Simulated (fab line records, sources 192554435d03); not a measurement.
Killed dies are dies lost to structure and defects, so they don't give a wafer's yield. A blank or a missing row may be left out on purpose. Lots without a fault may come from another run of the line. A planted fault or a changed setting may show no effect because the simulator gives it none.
Split-lot experiment | flow n5_finfet | 7 lots, 21 wafers read, on a route of 1938 steps

THE SPLIT
At N5_PASSIVATION_ETCH_15 (etches SiCN in CF4/N2, target depth 75 nm, time 81.2 s), the setting bias_w was moved away from the recipe's 70 W on 7 of the 21 wafers read, by -17.9% to +15.4%. The other wafers ran this setting at the recipe's value.

The reading is taken at the split's own step.

THE READING
rf_vpp_V, in V, at N5_PASSIVATION_ETCH_15 (etches SiCN in CF4/N2, target depth 75 nm, time 81.2 s). Fault-free wafers of this fab line usually give 383.5 V, standard deviation 1.5 V.

wafer  | tool, chamber at the split | bias_w as run, W | against the recipe | rf_vpp_V, V | against lot-mates on the recipe
L077.1 | rie_diel-06, 3             | 70               | recipe             | 383.0       | -
L077.4 | rie_diel-06, 1             | 70               | recipe             | 383.5       | -
L077.5 | rie_diel-06, 1             | 70               | recipe             | 384.3       | -
L081.1 | rie_diel-01, 0             | 80.8             | +15.4%             | 419.4       | +34.2
L081.3 | rie_diel-01, 1             | 80.8             | +15.4%             | 417.9       | +32.7
L081.6 | rie_diel-01, 3             | 70               | recipe             | 385.2       | -
L084.1 | rie_diel-05, 1             | 70               | recipe             | 383.2       | -
L084.4 | rie_diel-05, 0             | 70               | recipe             | 382.9       | -
L084.6 | rie_diel-05, 2             | 70               | recipe             | 382.4       | -
L083.1 | rie_diel-01, 3             | 57.46            | -17.9%             | 340.4       | -41.0
L083.2 | rie_diel-01, 2             | 57.46            | -17.9%             | 340.1       | -41.3
L083.4 | rie_diel-01, 0             | 70               | recipe             | 381.4       | -
L089.3 | rie_diel-01, 2             | 77.49            | +10.7%             | 411.1       | +28.3
L089.4 | rie_diel-01, 0             | 70               | recipe             | 382.8       | -
L089.5 | rie_diel-01, 2             | 77.49            | +10.7%             | 410.9       | +28.1
L093.1 | rie_diel-01, 1             | 70               | recipe             | 380.8       | -
L093.5 | rie_diel-01, 1             | 70               | recipe             | 382.4       | -
L093.6 | rie_diel-01, 3             | 70               | recipe             | 384.7       | -
L095.4 | rie_diel-06, 3             | 59.37            | -15.2%             | 344.7       | -38.7
L095.5 | rie_diel-06, 0             | 70               | recipe             | 383.8       | -
L095.6 | rie_diel-06, 2             | 70               | recipe             | 383.0       | -

THE FIT
A straight line over all 21 wafers: rf_vpp_V changes by +2.42 V for each +1% of bias_w; r = +1.00; the points scatter about the line by 1.4 V.
The same after taking each lot's own level away (the mean of its wafers on the recipe; 21 wafers): +2.34 V for each +1%; r = +1.00; scatter 1.7 V.
On that fit, the largest move of bias_w shifts the reading by 42 V.
The lots' own levels span 381.40 to 385.20 V, that is 2.5 times the standard deviation above.
So the lot-to-lot level changes the slope little: the two slopes agree.
Check: with one of the wafers moved furthest among these (-17.9%) left out of the fit, the line predicts -42.4 V for it against its lot-mates. It came out at -41 V against them.
Tool readings at the split's step, against how far the setting was moved: rf_vpp_V r = +1.00.

OTHER SPLITS ON THESE WAFERS
These wafers also went through other splits before the reading. Each is held against what the fit with the lots' levels taken away leaves over:
other split on the same wafers   | wafers away from the commonest value | r with rf_vpp_V (lot level and that fit taken away)
N5_BEOL_M15_PEB_26 peb_temp_c    | 6                                    | +0.35
N5_PASSIVATION_EXPOSE_07 dose_mj | 5                                    | -0.20

THE FILE'S OWN FIT
rf_vpp_V changes by +2.37 V for each +1% of bias_w, r = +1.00.
